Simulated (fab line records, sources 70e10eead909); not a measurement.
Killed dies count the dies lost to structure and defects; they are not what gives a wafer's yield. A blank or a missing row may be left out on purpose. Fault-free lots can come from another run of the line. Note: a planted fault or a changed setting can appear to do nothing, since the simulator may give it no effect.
fab line records	flow nand_harc
record: lots: 5	wafers: 15	last_day: 23
route steps=1159 shown P_GATE@194 P_CONTACT@217 END@1159
lots that met no fault: from a run of the same line without faults
start_h: the number of hours between the record's first day and the start of the first shown wafer of the lot	wait_h: time in hours since the lot's previous step	" unchanged from the row above	L1.1+2: several wafers, shown together as one row	- value missing, or start not given	* or withheld: withheld	< > ~ a bound
route shown NAME@n: names a module that has steps shown in the file, with the first one's number in the route	usual: mean/standard deviation of fault-free wafers	same: alike in all rows	chamber/n: place in a boat	sites: per-site readings	_std_site: standard deviation of those values	_edge_site: mean of outer sites minus mean of inner sites	radius_mm: how far each site lies from the wafer's centre	mask NAME#n: copy n	behind: the last tool/chamber to shape the wafer	hold: what put the lot on hold/how long, in hours/how the hold closed	device: which transistor (n, p or np) failed to switch	end of line: tests run on the same wafers once the route is complete	for a step that has no rows: nothing shown but its recipe	killed: not the wafer's yield, but the dies lost to structure and defects at the first sort	map: a wafer's dies, marking killed ones x, the rest . and places with no die _
set.NAME: setting as actually run; set.NAME@STEP: the setting as run at that earlier step	model.NAME: the simulator's own value behind a step, which no gauge read
lots at some steps of the route; a table a step, a row a wafer
services: a tool's chamber out of use, with start hour (start_h, from the record's first day; less than 0 if before it), hours out, and reason
== steps ==
step: NHARC_P_GATE_COAT_85
recipe: spin_rpm: 3000
step: NHARC_P_GATE_SOFTBAKE_86
recipe: temp_c: 122	time_s: 95
step: NHARC_P_GATE_EBR_87
step: NHARC_P_GATE_EXPOSE_88
recipe: na: 0.6	target_cd_nm: 2000	dose_mj: 11.87	mask_id: P_HVN
step: NHARC_P_GATE_PEB_89
recipe: peb_temp_c: 118	peb_time_s: 85
step: NHARC_P_GATE_DEVELOP_90
recipe: time_s: 70
step: NHARC_P_GATE_CD_MEAS_91
recipe: target_cd_nm: 2000	landing_energy_ev: 500
usual: cd_nm: 2000.0/2.5
lot.wafer	tool	chamber	start_h	wait_h	cd_nm
L515.2	cd_sem-01	0	97.07	-	2000.9
L515.4	"	0	"	"	2000.3
L515.5	"	0	"	"	2002.3
L518.1	cd_sem-01	0	114.71	-	2002.3
L518.2	"	0	"	"	1995.6
L518.5	"	0	"	"	1999.8
L525.1	cd_sem-01	0	164.77	-	2002.1
L525.2	"	0	"	"	2001.6
L525.5	"	0	"	"	2001.8
L531.1	cd_sem-02	0	205.00	-	2001.3
L531.3	"	0	"	"	2002.1
L531.4	"	0	"	"	2003.2
L533.2	cd_sem-02	0	210.44	-	2000.1
L533.5	"	0	"	"	2001.2
L533.6	"	0	"	"	1997.1
step: NHARC_P_GATE_HARDBAKE_92
recipe: temp_c: 125	time_s: 80
step: NHARC_P_GATE_DESCUM_93
recipe: time_s: 3	o2_flow_sccm: 200	ar_flow_sccm: 0	bias_power_w: 0	chemistry: O2
step: NHARC_P_GATE_IMPLANT_94
recipe: energy_kev: 60	dose_cm2: 2e+15	tilt_deg: 7
step: NHARC_P_GATE_STRIP_113
recipe: power_w: 1500	temp_c: 110	time_s: 740	chemistry: N2/H2
usual: drypump_motor_current_A: 5.6/0.32	heater_power_w: 85/7.5	rf_refl_power_W: 20/4.4
lot.wafer	tool	chamber	start_h	wait_h	drypump_motor_current_A	heater_power_w	rf_hours_counter_h	rf_refl_power_W
L515.2	plasma_asher-02	1	97.59	0.2	5.7	78	39	26
L515.4	"	1	"	"	5.7	75	-	28
L515.5	"	1	"	"	5.7	74	-	27
L518.2	plasma_asher-02	1	115.25	0.2	5.7	77	44	26
L518.1	"	0	"	"	5.3	83	44	14
L518.5	"	0	"	"	5.3	85	-	14
L525.2	plasma_asher-01	1	165.30	0.2	6.1	82	18	20
L525.1	"	0	"	"	5.4	95	18	23
L525.5	"	0	"	"	5.3	96	-	23
L531.1	plasma_asher-02	0	205.71	0.4	5.3	91	4	15
L531.3	"	0	"	"	5.3	93	-	14
L531.4	"	1	"	"	5.7	78	-	26
L533.2	plasma_asher-01	0	211.09	0.3	5.3	98	39	23
L533.5	"	1	"	"	6.1	79	-	20
L533.6	"	0	"	"	5.4	95	-	22
step: NHARC_P_GATE_STRIP_95
recipe: power_w: 1500	temp_c: 250	chemistry: O2
usual: drypump_motor_current_A: 5.6/0.32	heater_power_w: 317/27	rf_refl_power_W: 20/4.4
lot.wafer	tool	chamber	start_h	wait_h	drypump_motor_current_A	heater_power_w	rf_hours_counter_h	rf_refl_power_W
L515.2	plasma_asher-02	1	98.31	0.6	5.6	291	40	26
L515.4	"	1	"	"	5.6	284	-	26
L515.5	"	1	"	"	5.6	287	-	26
L518.2	plasma_asher-02	1	115.96	0.6	5.6	280	45	26
L518.1	"	0	"	"	5.3	324	45	14
L518.5	"	0	"	"	5.3	323	-	14
L525.2	plasma_asher-01	1	166.02	0.6	6.1	296	19	18
L525.1	"	0	"	"	5.4	353	19	21
L525.5	"	0	"	"	5.4	358	-	21
L531.1	plasma_asher-02	0	206.42	0.6	5.2	349	5	14
L531.3	"	0	"	"	5.3	345	-	14
L531.4	"	1	"	"	5.6	293	-	25
L533.2	plasma_asher-01	0	211.69	0.5	5.3	360	40	21
L533.5	"	1	"	"	6.1	293	-	17
L533.6	"	0	"	"	5.3	363	-	22
step: NHARC_P_GATE_STRIP_96
recipe: time_s: 900	temp_c: 130	chemistry: SPM
usual: bath_guard_temp_C: 129.9/0.57
lot.wafer	tool	chamber	start_h	wait_h	bath_guard_temp_C
L515.4	wet_bench-04	5	98.52	0.2	130.6
L515.2	"	6	"	"	129.8
L515.5	"	2	"	"	130.9
L518.2	wet_bench-01	0	116.17	0.2	129.0
L518.1	"	2	"	"	130.4
L518.5	"	3	"	"	129.5
L525.5	wet_bench-01	1	166.24	0.2	129.1
L525.1	"	2	"	"	130.7
L525.2	"	3	"	"	129.5
L531.4	wet_bench-04	6	206.64	0.2	130.2
L531.1	"	0	"	"	130.5
L531.3	"	1	"	"	130.5
L533.5	wet_bench-02	5	211.89	0.2	129.7
L533.6	"	1	"	"	129.8
L533.2	"	2	"	"	129.9
step: NHARC_P_GATE_RTA_64
recipe: temp_c: 1050	time_s: 1
usual: lamp_power_pct: 33.6/2.8	wafer_temp_C_max: 1056.2/1.5
lot.wafer	tool	chamber	start_h	wait_h	lamp_power_pct	wafer_temp_C_max
L515.2	rtp_anneal-01	0	98.90	-	36.6	1056.9
L515.4	"	0	"	"	36.5	1057.7
L515.5	"	0	"	"	36.6	1056.4
L518.1	rtp_anneal-01	0	116.52	-	36.6	1056.9
L518.2	"	0	"	"	36.5	1057.4
L518.5	"	0	"	"	36.7	1056.7
L525.1	rtp_anneal-01	0	166.58	-	36.6	1057.8
L525.2	"	0	"	"	36.7	1056.5
L525.5	"	0	"	"	36.6	1057.1
L531.1	rtp_anneal-01	0	207.22	-	36.6	1060.9
L531.3	"	0	"	"	36.6	1054.5
L531.4	"	0	"	"	36.6	1056.2
L533.2	rtp_anneal-02	0	212.30	-	31.1	1055.8
L533.5	"	0	"	"	31.0	1056.7
L533.6	"	0	"	"	31.0	1057.6
step: NHARC_P_GATE_ETCH_77
recipe: target_depth_a: 60	chemistry: dHF	material: SiO2
step: NHARC_P_GATE_DEGAS_109
recipe: temp_c: 300	time_s: 60
step: NHARC_P_GATE_PRE_CLEAN_110
recipe: time_s: 30	bias_v: 200	gas: Ar
step: NHARC_P_GATE_SPUTTER_78
recipe: target_thk_a: 100	material: Ni
step: NHARC_P_GATE_SPUTTER_79
recipe: target_thk_a: 100	material: TiN
step: NHARC_P_GATE_RTA_80
recipe: temp_c: 300	time_s: 30
step: NHARC_P_GATE_STRIP_67
recipe: time_s: 600	temp_c: 130	chemistry: SPM
step: NHARC_P_GATE_RTA_82
recipe: temp_c: 450	time_s: 30
step: NHARC_P_GATE_INSPECT_68
usual: raw_defect_count: 212/83
lot.wafer	tool	chamber	start_h	wait_h	raw_defect_count
L515.2	defect_inspect-01	-	100.16	0.1	192
L515.4	"	-	"	"	210
L515.5	"	-	"	"	132
L518.1	defect_inspect-02	-	117.98	0.2	198
L518.2	"	-	"	"	213
L518.5	"	-	"	"	190
L525.1	defect_inspect-02	-	167.84	0.2	403
L525.2	"	-	"	"	384
L525.5	"	-	"	"	307
L531.1	defect_inspect-02	-	208.47	0.2	210
L531.3	"	-	"	"	159
L531.4	"	-	"	"	460
L533.2	defect_inspect-01	-	213.53	0.1	235
L533.5	"	-	"	"	168
L533.6	"	-	"	"	149
step: NHARC_P_CONTACT_DEP_30
recipe: target_thk_a: 300	temp_c: 400	target_thk_nm: 30	flow_sccm: 200	rf_w: 450	material: SiNx
usual: heater_power_w: 772/78
lot.wafer	tool	chamber	start_h	wait_h	heater_power_w
L515.2	pecvd-01	1	100.30	0.1	705
L515.4	"	2	"	"	827
L515.5	"	1	"	"	696
L518.1	pecvd-01	0	118.08	0.1	734
L518.2	"	1	"	"	732
L518.5	"	2	"	"	851
L525.2	pecvd-04	0	167.95	0.1	813
L525.1	"	1	"	"	898
L525.5	"	0	"	"	829
L531.3	pecvd-01	0	208.58	0.1	886
L531.1	"	1	"	"	700
L531.4	"	2	"	"	898
L533.2	pecvd-01	2	213.68	0.1	762
L533.5	"	1	"	"	713
L533.6	"	2	"	"	742
step: NHARC_P_CONTACT_DEP_00
recipe: target_thk_a: 5000	temp_c: 400	pressure_torr: 6.5	rf_w: 900	teos_flow_sccm: 161.4	flow_sccm: 2650	target_thk_nm: 500	gas: O2	material: SiO2
step: NHARC_P_CONTACT_CMP_01
recipe: target_thk_nm: 200	material: SiO2
step: NHARC_P_CONTACT_SRD_03
step: NHARC_P_CONTACT_DEHYDRATE_04
recipe: temp_c: 150	time_s: 120
step: NHARC_P_CONTACT_HMDS_05
recipe: time_s: 30
step: NHARC_P_CONTACT_COAT_33
recipe: temp_c: 260	time_s: 75
step: NHARC_P_CONTACT_COAT_34
recipe: temp_c: 225	time_s: 65
step: NHARC_P_CONTACT_COAT_06
recipe: spin_rpm: 1500	resist_thk_nm: 90
step: NHARC_P_CONTACT_SOFTBAKE_07
recipe: temp_c: 105	time_s: 55
step: NHARC_P_CONTACT_EBR_08
step: NHARC_P_CONTACT_EXPOSE_09
recipe: na: 1.35	target_cd_nm: 90	dose_mj: 81.26	mask_id: P_CA
step: NHARC_P_CONTACT_PEB_10
recipe: peb_temp_c: 100	peb_time_s: 65
step: NHARC_P_CONTACT_DEVELOP_11
recipe: develop_time_s: 35	dev_temp_c: 23
step: NHARC_P_CONTACT_CD_MEAS_12
recipe: target_cd_nm: 90	landing_energy_ev: 500
usual: cd_nm: 90.5/0.73
lot.wafer	tool	chamber	start_h	wait_h	cd_nm
L515.2	cd_sem-03	0	101.77	-	90.3
L515.4	"	0	"	"	88.8
L515.5	"	0	"	"	91.0
L518.1	cd_sem-03	0	119.47	-	90.1
L518.2	"	0	"	"	89.5
L518.5	"	0	"	"	91.0
L525.1	cd_sem-03	0	169.33	-	91.3
L525.2	"	0	"	"	90.4
L525.5	"	0	"	"	89.9
L531.1	cd_sem-01	0	210.10	-	89.2
L531.3	"	0	"	"	90.2
L531.4	"	0	"	"	90.1
L533.2	cd_sem-03	0	215.15	-	91.4
L533.5	"	0	"	"	89.1
L533.6	"	0	"	"	89.5
step: NHARC_P_CONTACT_OVL_MEAS_13
usual: overlay_x_nm: 0.0/0.8	overlay_y_nm: 0.2/1.2
lot.wafer	tool	chamber	start_h	wait_h	overlay_x_nm	overlay_y_nm
L515.2	overlay-01	-	101.87	-	0.1	1.1
L515.4	"	-	"	"	-0.2	1.7
L515.5	"	-	"	"	0.1	1.6
L518.1	overlay-02	-	119.55	-	0.1	-1.1
L518.2	"	-	"	"	-0.2	-0.2
L518.5	"	-	"	"	0.5	-0.6
L525.1	overlay-01	-	169.42	-	-0.5	-1.0
L525.2	"	-	"	"	-1.2	-1.2
L525.5	"	-	"	"	-0.6	-0.9
L531.1	overlay-01	-	210.19	-	-0.3	0.0
L531.3	"	-	"	"	-0.2	0.2
L531.4	"	-	"	"	-0.9	0.4
L533.2	overlay-02	-	215.24	-	0.6	-0.2
L533.5	"	-	"	"	1.4	-0.5
L533.6	"	-	"	"	1.5	0.1
step: NHARC_P_CONTACT_DESCUM_17
recipe: time_s: 3	o2_flow_sccm: 200	ar_flow_sccm: 0	bias_power_w: 0	chemistry: O2
usual: drypump_motor_current_A: 5.7/0.46	oes_product_au: 1.001/0.016	rf_vpp_V: 57.7/0.88	showerhead_plenum_p_Torr: 1.88/0.072	throttle_valve_pct: 11.311/0.0097
lot.wafer	tool	chamber	start_h	wait_h	drypump_motor_current_A	oes_product_au	rf_hours_counter_h	rf_vpp_V	showerhead_plenum_p_Torr	throttle_valve_pct
L515.2	rie_diel-01	1	101.98	0.1	5.7	1.000	48	57.2	1.99	11.303
L515.5	"	1	"	"	5.7	1.011	-	58.0	1.99	11.314
L515.4	"	2	"	"	6.2	1.017	-	57.7	1.80	11.317
L518.2	rie_diel-08	1	119.65	0.1	6.2	1.006	14	59.5	1.90	11.301
L518.1	"	3	"	"	5.4	0.985	15	57.8	1.85	11.311
L518.5	"	2	"	"	5.1	1.013	-	56.6	1.81	11.302
L525.1	rie_diel-08	2	169.52	0.1	5.2	1.020	3	56.6	1.81	11.300
L525.2	"	1	"	"	6.2	1.012	3	58.1	1.90	11.310
L525.5	"	3	"	"	5.4	0.987	-	57.4	1.85	11.331
L531.4	rie_diel-08	1	210.29	0.1	6.2	0.998	7	58.7	1.90	11.317
L531.1	"	2	"	"	5.2	1.011	7	57.5	1.81	11.303
L531.3	"	3	"	"	5.4	0.988	7	57.6	1.84	11.293
L533.2	rie_diel-08	1	215.36	0.1	6.2	0.995	7	57.0	1.90	11.313
L533.5	"	2	"	"	5.2	1.003	-	57.0	1.81	11.300
L533.6	"	3	"	"	5.4	0.995	-	59.0	1.84	11.312
step: NHARC_END_SORT_01
recipe: temp_c: 25
usual: killed_at_array: 30/10	killed_at_other: 0.5/0.82	killed_at_periphery: 2.9/2	killed_dies: 34/11	killed_open: 3.2/1.8	killed_short: 2.0/1.4
same: gross_dies: 677
lot.wafer	tool	chamber	start_h	wait_h	killed_at_array	killed_at_other	killed_at_periphery	killed_dies	killed_open	killed_short
L515.2	prober-01	0	451.36	2.8	21	0	6	27	5	2
L515.4	prober-01	0	452.98	3.5	25	0	2	27	2	1
L515.5	prober-01	0	453.80	3.8	28	0	3	31	3	4
L518.1	prober-02	0	458.31	2.5	30	0	3	33	3	2
L518.2	prober-02	0	459.10	2.8	33	0	1	34	3	1
L518.5	prober-02	0	461.46	3.6	36	1	3	40	2	2
L525.1	prober-01	0	502.54	2.5	25	1	70	96	5	3
L525.2	prober-01	0	503.33	2.8	33	0	64	97	5	5
L525.5	prober-01	0	505.72	3.7	29	1	43	73	2	3
L533.2	prober-01	0	551.64	2.8	18	0	1	19	2	1
L533.5	prober-01	0	554.03	3.7	18	1	6	25	3	2
L533.6	prober-01	0	554.83	4.0	16	1	6	23	4	0
L531.1	prober-02	0	559.70	2.5	35	0	1	36	4	2
L531.3	prober-02	0	561.31	3.1	30	2	2	34	3	4
L531.4	prober-02	0	562.12	3.4	31	1	2	34	2	2
killed by level:class
L515.2 A_SLIT:chamber_film_flake=6 A_CHANNEL_HOLE_D1:chamber_film_flake=6 A_CONTACT:chamber_film_flake=3 P_CONTACT:chamber_film_flake=2 A_STAIRCASE:chamber_film_flake=2 P_M0:geometric_particle:open=1 P_M0:geometric_particle:short=1 P_M2:geometric_particle:open=1
L515.4 A_CHANNEL_HOLE_D1:chamber_film_flake=10 A_SLIT:chamber_film_flake=7 A_STAIRCASE:chamber_film_flake=3 A_CONTACT:chamber_film_flake=2 A_SOURCE_PLATE:geometric_particle:open=1 A_WL_FILL:geometric_particle:short=1 A_CONTACT:geometric_particle:open=1 P_STI:chamber_film_flake=1
L515.5 A_CHANNEL_HOLE_D1:chamber_film_flake=10 A_SLIT:chamber_film_flake=7 A_CONTACT:chamber_film_flake=4 P_M0:geometric_particle:open=2 A_CHANNEL_FILL_D1:geometric_particle:short=2 A_STAIRCASE:chamber_film_flake=2 A_ONON_D1:geometric_particle:short=1 A_WL_FILL:geometric_particle:open=1
L518.1 A_CHANNEL_HOLE_D1:chamber_film_flake=11 A_SLIT:chamber_film_flake=9 A_STAIRCASE:chamber_film_flake=3 A_CONTACT:chamber_film_flake=3 P_ZERO_WELL:chamber_film_flake=2 P_CONTACT:geometric_particle:open=1 A_ONON_D1:geometric_particle:short=1 A_WL_FILL:geometric_particle:short=1
L518.2 A_SLIT:chamber_film_flake=13 A_CHANNEL_HOLE_D1:chamber_film_flake=7 A_CONTACT:chamber_film_flake=7 A_BLC:geometric_particle:open=2 A_STAIRCASE:chamber_film_flake=2 P_M0:geometric_particle:open=1 A_M0:geometric_particle:short=1 A_WL_FILL:chamber_film_flake=1
L518.5 A_CHANNEL_HOLE_D1:chamber_film_flake=12 A_SLIT:chamber_film_flake=12 A_CONTACT:chamber_film_flake=5 A_STAIRCASE:chamber_film_flake=4 P_M0:geometric_particle:short=1 A_CHANNEL_FILL_D1:geometric_particle:short=1 A_SGD_CUT:geometric_particle:open=1 A_M0:geometric_particle:open=1
L525.1 P_GATE:unspecified=66 A_SLIT:chamber_film_flake=11 A_CHANNEL_HOLE_D1:chamber_film_flake=5 A_STAIRCASE:chamber_film_flake=2 A_WL_FILL:chamber_film_flake=2 P_M0:geometric_particle:open=1 P_M0:geometric_particle:short=1 P_M1:geometric_particle:open=1
L525.2 P_GATE:unspecified=61 A_SLIT:chamber_film_flake=11 A_CHANNEL_HOLE_D1:chamber_film_flake=6 A_STAIRCASE:chamber_film_flake=5 A_M0:geometric_particle:short=2 P_ZERO_WELL:chamber_film_flake=2 P_M0:geometric_particle:open=1 A_CHANNEL_HOLE_D1:geometric_particle:open=1
L525.5 P_GATE:unspecified=43 A_SLIT:chamber_film_flake=9 A_CHANNEL_HOLE_D1:chamber_film_flake=7 A_CONTACT:chamber_film_flake=3 A_STAIRCASE:chamber_film_flake=3 A_WL_FILL:chamber_film_flake=2 A_ONON_D1:geometric_particle:open=1 A_CHANNEL_FILL_D1:geometric_particle:open=1
L533.2 A_CHANNEL_HOLE_D1:chamber_film_flake=7 A_CONTACT:chamber_film_flake=5 A_STAIRCASE:chamber_film_flake=2 A_CHANNEL_FILL_D1:geometric_particle:short=1 A_CONTACT:geometric_particle:open=1 A_M0:geometric_particle:open=1 P_ZERO_WELL:chamber_film_flake=1 A_ZERO_WELL:chamber_film_flake=1
L533.5 P_ZERO_WELL:chamber_film_flake=5 A_CHANNEL_HOLE_D1:chamber_film_flake=5 A_CONTACT:chamber_film_flake=5 A_WL_FILL:chamber_film_flake=2 A_CHANNEL_FILL_D1:geometric_particle:short=1 A_CHANNEL_FILL_D1:geometric_particle:open=1 A_CONTACT:geometric_particle:short=1 A_CONTACT:geometric_particle:open=1
L533.6 A_CHANNEL_HOLE_D1:chamber_film_flake=5 P_ZERO_WELL:chamber_film_flake=4 A_SGD_CUT:chamber_film_flake=4 A_STAIRCASE:chamber_film_flake=3 A_CHANNEL_FILL_D1:geometric_particle:open=2 P_GATE:geometric_particle:open=1 A_BLC:geometric_particle:open=1 P_STI:chamber_film_flake=1
L531.1 A_CHANNEL_HOLE_D1:chamber_film_flake=12 A_BLC:chamber_film_flake=5 A_STAIRCASE:chamber_film_flake=4 A_SGD_CUT:chamber_film_flake=3 A_CONTACT:chamber_film_flake=3 A_CHANNEL_HOLE_D1:geometric_particle:short=1 A_CHANNEL_HOLE_D1:geometric_particle:open=1 A_CHANNEL_FILL_D1:geometric_particle:open=1
L531.3 A_CHANNEL_HOLE_D1:chamber_film_flake=13 A_BLC:chamber_film_flake=5 A_SGD_CUT:chamber_film_flake=4 A_STAIRCASE:chamber_film_flake=3 A_CHANNEL_FILL_D1:geometric_particle:short=2 P_STI:geometric_particle:open=1 P_CONTACT:geometric_particle:open=1 A_CHANNEL_FILL_D1:geometric_particle:open=1
L531.4 A_CHANNEL_HOLE_D1:chamber_film_flake=18 A_SGD_CUT:chamber_film_flake=3 A_CONTACT:chamber_film_flake=3 A_BLC:chamber_film_flake=3 A_CHANNEL_FILL_D1:geometric_particle:open=1 A_CONTACT:geometric_particle:open=1 A_BLC:geometric_particle:short=1 P_ZERO_WELL:chamber_film_flake=1
map L525.2 (x killed, . not)
____________.____________
_________......._________
_______..........._______
______.......x.....______
_____............x.._____
____.................____
____.......x.........____
___...................___
___...................___
__x....................__
__.xx.xx...............__
_xxxxx.................._
_xxxxxx.x..............._
_xxxxxxx................_
_xxxxxx................._
_xxxxxxx................_
.xxxxxx...............x..
.xxxxxx...............xx.
.xxx...............x.xx..
.xxxxx........x......x.x.
xx.xxxx....xx........xx..
_xxx.................x.._
_.x...x..............xx._
_................x..x..._
_..x...................._
_.x.xx.................._
__.....................__
__...x.................__
___..............x....___
___...................___
____.................____
____............x.x..____
_____..............._____
______.............______
_______..........._______
_________......._________
____________.____________
map L518.5 (x killed, . not)
____________.____________
_________......._________
_______..........._______
______.............______
_____..............._____
____..............x..____
____.........x.......____
___...................___
___...................___
__...................xx__
__........x.........xxx__
_......................._
_......x.x............xx_
_......................._
_.....x................x_
_.......x............xxx_
.................x....x..
.....x..............xx..x
......................xx.
x.....................x.x
.........x............x..
_.....................xx_
_......x...............x_
_....................x.._
_x......................_
_......................._
__.....................__
__...............x.....__
___...................___
___...................___
____.................____
____...............x.____
_____..............._____
______.............______
_______..........._______
_________x......_________
____________.____________
== services ==
tool	chamber	start_h	hours	kind
rie_diel-08	0	86.75	-	clean
rie_diel-08	1	86.75	-	clean
rie_diel-08	2	86.75	-	clean
rie_diel-08	3	86.75	-	clean
plasma_asher-01	-	99.00	9.0	pm
plasma_asher-01	0	99.00	9.0	vent_cycle
rie_diel-01	0	101.68	17.1	repair
rie_diel-01	2	104.68	2.7	repair
rie_diel-08	-	113.80	0.1	repair
rie_diel-08	-	132.27	9.0	pm
rie_diel-01	-	137.80	9.0	pm
pecvd-01	-	139.58	1.0	repair
pecvd-04	-	146.80	1.5	repair
rie_diel-08	3	147.94	5.7	repair
rie_diel-08	0	159.76	6.1	repair
wet_bench-04	-	163.20	8.0	pm
wet_bench-02	-	180.00	8.0	pm
plasma_asher-02	-	183.40	9.0	pm
plasma_asher-02	0	183.40	9.0	vent_cycle
plasma_asher-02	1	183.40	9.0	vent_cycle
plasma_asher-02	0	192.40	-	clean
plasma_asher-02	1	192.40	-	clean
pecvd-04	-	195.16	13.0	pm
wet_bench-01	-	213.60	8.0	pm
== key ==
first_sign: step: NHARC_END_SORT_01	reading: killed_at_periphery	direction: up	sigmas: 28	usual: 2.9	struck: 59
effect: step: NHARC_END_SORT_01	reading: killed_dies	direction: up	sigmas: 5.2	usual: 34	struck: 89
more_kills_born_at: NHARC_P_GATE_STRIP_96@wet_bench-01: 170
met_at NHARC_P_GATE_STRIP_96
struck_wafers L525.1,L525.2,L525.5
tester_left_out L525
onset_between 116.17 166.24
also_fits NHARC_P_CONTACT_DEP_30:pecvd-04
fault: kind: chamber_particle_source	tool: wet_bench-01	chamber: -	onset_h: 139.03	steps: NHARC_P_GATE_STRIP_96	rate_per_visit_cm2: 0.38968
tester_left_out: of these lots the tester's yield and bins aren't shown, on N5 and GAA mostly nor the transistor test; their killed dies are dies lost to structure and defects alone, not to doping, threshold or leakage, so they don't give the yield
